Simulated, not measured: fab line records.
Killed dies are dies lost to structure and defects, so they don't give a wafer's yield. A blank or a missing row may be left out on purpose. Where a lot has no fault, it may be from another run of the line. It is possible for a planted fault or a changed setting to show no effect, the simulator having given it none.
What tool caused it? | flow n5 finfet | Sampling: 11 lots, 33 wafers, 2 of 1938 route steps

## WHAT THE GAUGES SHOWED, per wafer
N5_PASSIVATION_CD_MEAS_44: the cd target is 40000 nm.
lot  | measured     | on        | cd nm (nm)
L850 | day 16 04:04 | cd sem-02 | 39996 39999 40011
L851 | day 16 13:44 | cd sem-03 | 39997 39996 40001
L852 | day 17 23:18 | cd sem-03 | 39995 40000 40008
L855 | day 17 19:04 | cd sem-03 | 40001 39999 39999
L856 | day 18 23:47 | cd sem-01 | 40005 40008 40002
L858 | day 19 15:05 | cd sem-03 | 39999 40003 40002
L863 | day 19 12:36 | cd sem-02 | 40001 39997 39999
L864 | day 20 14:41 | cd sem-02 | 40004 40014 40009
L865 | day 21 08:23 | cd sem-03 | 40001 39994 40006
L866 | day 21 11:42 | cd sem-03 | 40002 39995 39995
L867 | day 21 11:59 | cd sem-03 | 40009 40001 39999

## WHICH TOOL RAN EACH LOT (tool, then ch and the chambers of the sampled wafers, then the start)
lot  | N5_PMOS_HMC_CHANNEL_EPI_HM_OPEN_15
L850 | rie diel-06 ch 0,2, day 2 11:39
L851 | rie diel-06 ch 0,1,3, day 2 17:37
L852 | rie diel-02 ch 0,1,3, day 2 23:38
L855 | rie diel-05 ch 1,2,3, day 3 17:36
L856 | rie diel-02 ch 2,3, day 3 23:23
L858 | rie diel-06 ch 0,1,3, day 4 11:08
L863 | rie diel-02 ch 0,1, day 5 17:17
L864 | rie diel-06 ch 0,2,3, day 6 00:34
L865 | rie diel-02 ch 1,2,3, day 6 05:24
L866 | rie diel-02 ch 1,2,3, day 6 11:53
L867 | rie diel-02 ch 0,2,3, day 6 17:50
- N5_PMOS_HMC_CHANNEL_EPI_HM_OPEN_15: chemistry CHF3/O2, target SiO2, target depth 40.6 nm, time 20.3 s.

## THE ANSWER, worked out from the rows above alone
Rule: what is usual is taken from the lots themselves. Put in order of their means at a reading, lots are off if they are a third of the lots or fewer, leave a main group of 4 or more, and stand apart from it by a gap of 3 or more times the standard deviation of the main group's means; of several such gaps the widest counts. If all means in a main group match to the digits the tables above print for the reading, that group is not used. Also off: a lot with no number at a reading for which 4 or more lots have one. Any other lot the step has rows for is counted as sound.
Nothing can be told from this: no lot is off at any reading shown.

## WHAT HAD BEEN PUT IN BY THE SIMULATOR
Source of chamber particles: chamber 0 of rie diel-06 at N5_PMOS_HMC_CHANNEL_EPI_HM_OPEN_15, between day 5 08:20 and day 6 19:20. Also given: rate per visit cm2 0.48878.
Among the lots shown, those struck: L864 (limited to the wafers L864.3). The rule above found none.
